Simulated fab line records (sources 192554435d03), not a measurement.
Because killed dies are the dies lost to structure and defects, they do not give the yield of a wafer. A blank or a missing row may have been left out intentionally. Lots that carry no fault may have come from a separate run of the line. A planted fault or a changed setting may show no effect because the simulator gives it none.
Matching of chambers -- flow n5_finfet -- 4 sister chambers for N5_BEOL_M0_CUTY_ETCH_62 on rie_diel-05
The step etches SiARC in CF4, time 58.5 s. 16 wafers are shown with their chamber, then 8 later ones without.

## WAFERS PAIRED WITH THEIR CHAMBERS
wafer,chamber,showerhead_plenum_p_Torr (Torr),throttle_valve_pct (%),oes_product_au (a.u.)
L076.3,0,2.10,15.56,0.81
L076.4,1,2.23,15.19,0.67
L076.5,3,2.17,15.63,0.74
L080.2,3,2.17,15.65,0.73
L080.4,1,2.23,15.21,0.66
L080.5,0,2.09,15.61,0.79
L081.2,1,2.23,15.22,0.66
L081.3,0,2.09,15.60,0.78
L081.5,1,2.23,15.22,0.66
L082.1,0,2.09,15.62,0.79
L082.4,2,2.18,15.63,0.58
L082.6,2,2.18,15.64,0.58
L085.1,1,2.23,15.22,0.65
L085.2,0,2.09,15.63,0.77
L085.3,3,2.17,15.68,0.72
L088.3,0,2.09,15.63,0.76

SIGNATURES (averages over the wafers above)
reading,chamber 0,chamber 1,chamber 2,chamber 3,scatter within a chamber
showerhead_plenum_p_Torr,2.0917,2.2300,2.1800,2.1700,0.00264
throttle_valve_pct,15.6083,15.2120,15.6350,15.6533,0.0214
oes_product_au,0.7833,0.6600,0.5800,0.7300,0.0127
Rule: a wafer's distance from a chamber is the root of the sum, over the readings, of the square of ((its reading less the chamber's mean) divided by the reading's scatter). If the next closest chamber is less than 2 further off than the closest, the wafer can't be placed; otherwise it belongs to the closest. The scatter is the square root of a quotient: the sum, over the shown wafers, of each reading's squared deviation from its chamber's mean, divided by wafers minus chambers.

## WAFERS WITHOUT THEIR CHAMBER
wafer,showerhead_plenum_p_Torr (Torr),throttle_valve_pct (%),oes_product_au (a.u.)
L088.4,2.09,15.63,0.77
L088.5,2.22,15.24,0.65
L096.1,2.08,15.67,0.74
L096.4,2.22,15.28,0.64
L096.6,2.18,15.16,0.79
L097.2,2.18,15.17,0.79
L097.5,2.15,15.73,0.69
L097.6,2.08,15.69,0.74

## WHICH CHAMBER EACH WENT THROUGH
wafer,from the rows above,in truth
L088.4,0,0
L088.5,1,1
L096.1,0,0
L096.4,1,1
L096.6,1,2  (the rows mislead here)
L097.2,can't be placed: 1 or 3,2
L097.5,3,3
L097.6,0,0
6 of 8 placed correctly. These rows do not allow placing 1 (true chamber among the candidates in 0). Wrongly placed: 1.
